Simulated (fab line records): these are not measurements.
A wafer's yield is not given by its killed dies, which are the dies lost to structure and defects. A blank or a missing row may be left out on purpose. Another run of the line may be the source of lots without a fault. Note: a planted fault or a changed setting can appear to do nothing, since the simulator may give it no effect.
Check of tool commonality :: flow nand_harc :: 39 wafers sampled across 13 lots

== THE REASON FOR OPENING IT ==
On 2 of the 13 lots, a flag is raised at NHARC_P_M0_CD_MEAS_09 on the reading cd_nm. No-fault wafers: 90.1 nm, standard deviation 0.76.
Rule: a lot gets a flag if all its wafers with a number sit over 4 standard deviations from that mean, or if no wafer of it has a number. All remaining lots are regarded as sound.

lot: L896
measured: day 6 10:40
on: cd_sem-01
cd_nm (nm), wafer by wafer: 90.5 91.5 90.6
flag: 

lot: L897
measured: day 6 18:41
on: cd_sem-03
cd_nm (nm), wafer by wafer: 90.3 90.0 90.7
flag: 

lot: L898
measured: day 7 04:46
on: cd_sem-03
cd_nm (nm), wafer by wafer: 90.4 89.2 89.5
flag: 

lot: L900
measured: day 8 03:13
on: cd_sem-03
cd_nm (nm), wafer by wafer: 91.5 90.1 90.8
flag: 

lot: L901
measured: day 8 17:20
on: cd_sem-01
cd_nm (nm), wafer by wafer: 90.6 90.5 89.7
flag: 

lot: L902
measured: day 9 01:01
on: cd_sem-02
cd_nm (nm), wafer by wafer: 90.1 90.1 90.1
flag: 

lot: L909
measured: day 12 06:32
on: cd_sem-03
cd_nm (nm), wafer by wafer: 82.9 83.3 82.2
flag: FLAGGED

lot: L908
measured: day 12 07:46
on: cd_sem-01
cd_nm (nm), wafer by wafer: 85.0 84.5 84.3
flag: FLAGGED

lot: L912
measured: day 13 02:45
on: cd_sem-01
cd_nm (nm), wafer by wafer: 90.3 91.5 90.6
flag: 

lot: L913
measured: day 13 17:38
on: cd_sem-03
cd_nm (nm), wafer by wafer: 91.5 90.5 89.7
flag: 

lot: L915
measured: day 14 15:42
on: cd_sem-03
cd_nm (nm), wafer by wafer: 89.7 90.1 89.7
flag: 

lot: L916
measured: day 14 17:50
on: cd_sem-01
cd_nm (nm), wafer by wafer: 89.5 90.3 89.9
flag: 

lot: L918
measured: day 15 19:31
on: cd_sem-01
cd_nm (nm), wafer by wafer: 89.4 90.5 89.9
flag: 
On average the flagged lots' numbers are 83.7 nm, which is -6.4 nm against the usual, or -8 standard deviations.

== LOT BY LOT: THE TOOL USED ==
4 process steps preceding the reading are held in the record, out of 1302 steps in the route. Read each cell as the tool, then ch plus the chambers that the sampled wafers visited, then the start.
lot: L896
flag: 
NHARC_P_GATE_DEGAS_109: pvd_sputter-02, day 6 03:52
NHARC_P_GATE_RTA_80: rtp_anneal-02 ch 0, day 6 04:11
NHARC_P_CONTACT_DEGAS_38: pvd_sputter-01, day 6 08:13
NHARC_P_M0_PEB_07: litho_track-04 ch 0, day 6 10:35

lot: L897
flag: 
NHARC_P_GATE_DEGAS_109: pvd_sputter-01, day 6 12:01
NHARC_P_GATE_RTA_80: rtp_anneal-01 ch 0, day 6 12:19
NHARC_P_CONTACT_DEGAS_38: pvd_sputter-03, day 6 16:23
NHARC_P_M0_PEB_07: litho_track-01 ch 0, day 6 18:37

lot: L898
flag: 
NHARC_P_GATE_DEGAS_109: pvd_sputter-03, day 6 22:02
NHARC_P_GATE_RTA_80: rtp_anneal-02 ch 0, day 6 22:20
NHARC_P_CONTACT_DEGAS_38: pvd_sputter-03, day 7 02:23
NHARC_P_M0_PEB_07: litho_track-01 ch 0, day 7 04:41

lot: L900
flag: 
NHARC_P_GATE_DEGAS_109: pvd_sputter-03, day 7 20:26
NHARC_P_GATE_RTA_80: rtp_anneal-01 ch 0, day 7 20:45
NHARC_P_CONTACT_DEGAS_38: pvd_sputter-01, day 8 00:57
NHARC_P_M0_PEB_07: litho_track-01 ch 0, day 8 03:08

lot: L901
flag: 
NHARC_P_GATE_DEGAS_109: pvd_sputter-01, day 8 10:35
NHARC_P_GATE_RTA_80: rtp_anneal-02 ch 0, day 8 10:58
NHARC_P_CONTACT_DEGAS_38: pvd_sputter-01, day 8 15:04
NHARC_P_M0_PEB_07: litho_track-01 ch 0, day 8 17:16

lot: L902
flag: 
NHARC_P_GATE_DEGAS_109: pvd_sputter-02, day 8 18:07
NHARC_P_GATE_RTA_80: rtp_anneal-01 ch 0, day 8 18:24
NHARC_P_CONTACT_DEGAS_38: pvd_sputter-01, day 8 22:38
NHARC_P_M0_PEB_07: litho_track-04 ch 0, day 9 00:56

lot: L909
flag: FLAGGED
NHARC_P_GATE_DEGAS_109: pvd_sputter-02, day 11 23:56
NHARC_P_GATE_RTA_80: rtp_anneal-02 ch 0, day 12 00:14
NHARC_P_CONTACT_DEGAS_38: pvd_sputter-02, day 12 04:16
NHARC_P_M0_PEB_07: litho_track-01 ch 0, day 12 06:27

lot: L908
flag: FLAGGED
NHARC_P_GATE_DEGAS_109: pvd_sputter-01, day 12 01:16
NHARC_P_GATE_RTA_80: rtp_anneal-01 ch 0, day 12 01:37
NHARC_P_CONTACT_DEGAS_38: pvd_sputter-03, day 12 05:27
NHARC_P_M0_PEB_07: litho_track-01 ch 0, day 12 07:41

lot: L912
flag: 
NHARC_P_GATE_DEGAS_109: pvd_sputter-01, day 12 19:59
NHARC_P_GATE_RTA_80: rtp_anneal-01 ch 0, day 12 20:16
NHARC_P_CONTACT_DEGAS_38: pvd_sputter-03, day 13 00:21
NHARC_P_M0_PEB_07: litho_track-04 ch 0, day 13 02:40

lot: L913
flag: 
NHARC_P_GATE_DEGAS_109: pvd_sputter-03, day 13 10:52
NHARC_P_GATE_RTA_80: rtp_anneal-02 ch 0, day 13 11:13
NHARC_P_CONTACT_DEGAS_38: pvd_sputter-02, day 13 15:14
NHARC_P_M0_PEB_07: litho_track-04 ch 0, day 13 17:33

lot: L915
flag: 
NHARC_P_GATE_DEGAS_109: pvd_sputter-03, day 14 08:59
NHARC_P_GATE_RTA_80: rtp_anneal-02 ch 0, day 14 09:21
NHARC_P_CONTACT_DEGAS_38: pvd_sputter-02, day 14 13:18
NHARC_P_M0_PEB_07: litho_track-06 ch 0, day 14 15:37

lot: L916
flag: 
NHARC_P_GATE_DEGAS_109: pvd_sputter-03, day 14 11:19
NHARC_P_GATE_RTA_80: rtp_anneal-01 ch 0, day 14 11:40
NHARC_P_CONTACT_DEGAS_38: pvd_sputter-03, day 14 15:32
NHARC_P_M0_PEB_07: litho_track-01 ch 0, day 14 17:45

lot: L918
flag: 
NHARC_P_GATE_DEGAS_109: pvd_sputter-02, day 15 12:47
NHARC_P_GATE_RTA_80: rtp_anneal-01 ch 0, day 15 13:09
NHARC_P_CONTACT_DEGAS_38: pvd_sputter-01, day 15 17:08
NHARC_P_M0_PEB_07: litho_track-04 ch 0, day 15 19:26
What the steps here do:
- NHARC_P_GATE_DEGAS_109: time 60 s.
- NHARC_P_GATE_RTA_80: time 30 s.
- NHARC_P_CONTACT_DEGAS_38: time 60 s.
- NHARC_P_M0_PEB_07: peb time 65 s.
- NHARC_P_M0_CD_MEAS_09: target cd 90 nm.

== FLAGGED OVER TOTAL, TOOL BY TOOL (the gauges that took the reading come last) ==
step: NHARC_P_GATE_DEGAS_109
tool: pvd_sputter-01
lots run: 4
flagged: 1
share of the flagged lots: some
sound lots run after its first flagged lot: 1 (L912)

step: NHARC_P_GATE_DEGAS_109
tool: pvd_sputter-02
lots run: 4
flagged: 1
share of the flagged lots: some
sound lots run after its first flagged lot: 1 (L918)

step: NHARC_P_GATE_DEGAS_109
tool: pvd_sputter-03
lots run: 5
flagged: 0
share of the flagged lots: none
sound lots run after its first flagged lot: -

step: NHARC_P_GATE_RTA_80
tool: rtp_anneal-01
lots run: 7
flagged: 1
share of the flagged lots: some
sound lots run after its first flagged lot: 3 (L912,L916,L918)

step: NHARC_P_GATE_RTA_80
tool: rtp_anneal-02
lots run: 6
flagged: 1
share of the flagged lots: some
sound lots run after its first flagged lot: 2 (L913,L915)

step: NHARC_P_CONTACT_DEGAS_38
tool: pvd_sputter-01
lots run: 5
flagged: 0
share of the flagged lots: none
sound lots run after its first flagged lot: -

step: NHARC_P_CONTACT_DEGAS_38
tool: pvd_sputter-02
lots run: 3
flagged: 1
share of the flagged lots: some
sound lots run after its first flagged lot: 2 (L913,L915)

step: NHARC_P_CONTACT_DEGAS_38
tool: pvd_sputter-03
lots run: 5
flagged: 1
share of the flagged lots: some
sound lots run after its first flagged lot: 2 (L912,L916)

step: NHARC_P_M0_PEB_07
tool: litho_track-01
lots run: 7
flagged: 2
share of the flagged lots: all
sound lots run after its first flagged lot: 1 (L916)

step: NHARC_P_M0_PEB_07
tool: litho_track-04
lots run: 5
flagged: 0
share of the flagged lots: none
sound lots run after its first flagged lot: -

step: NHARC_P_M0_PEB_07
tool: litho_track-06
lots run: 1
flagged: 0
share of the flagged lots: none
sound lots run after its first flagged lot: -

step: NHARC_P_M0_CD_MEAS_09
tool: cd_sem-01
lots run: 6
flagged: 1
share of the flagged lots: some
sound lots run after its first flagged lot: 3 (L912,L916,L918)

step: NHARC_P_M0_CD_MEAS_09
tool: cd_sem-02
lots run: 1
flagged: 0
share of the flagged lots: none
sound lots run after its first flagged lot: -

step: NHARC_P_M0_CD_MEAS_09
tool: cd_sem-03
lots run: 6
flagged: 1
share of the flagged lots: some
sound lots run after its first flagged lot: 2 (L913,L915)

== WHAT IS ALLOWED BY THE TABLE ==
In the table, 1 row covers all flagged lots: litho_track-01 at NHARC_P_M0_PEB_07.
- litho_track-01 at NHARC_P_M0_PEB_07 ran 7 lots, 2 of them flagged. Sound lots ran on it after the first flagged one (L916), which a lasting fault on the whole tool wouldn't allow. Its own readings (heater_power_total_W, plate_temp_C) fall more than 4 standard deviations out on all wafers of the flagged lots.
No row of the table ran every flagged lot and no sound lot after the first.

== WHAT THE SIMULATOR HAD INSERTED ==
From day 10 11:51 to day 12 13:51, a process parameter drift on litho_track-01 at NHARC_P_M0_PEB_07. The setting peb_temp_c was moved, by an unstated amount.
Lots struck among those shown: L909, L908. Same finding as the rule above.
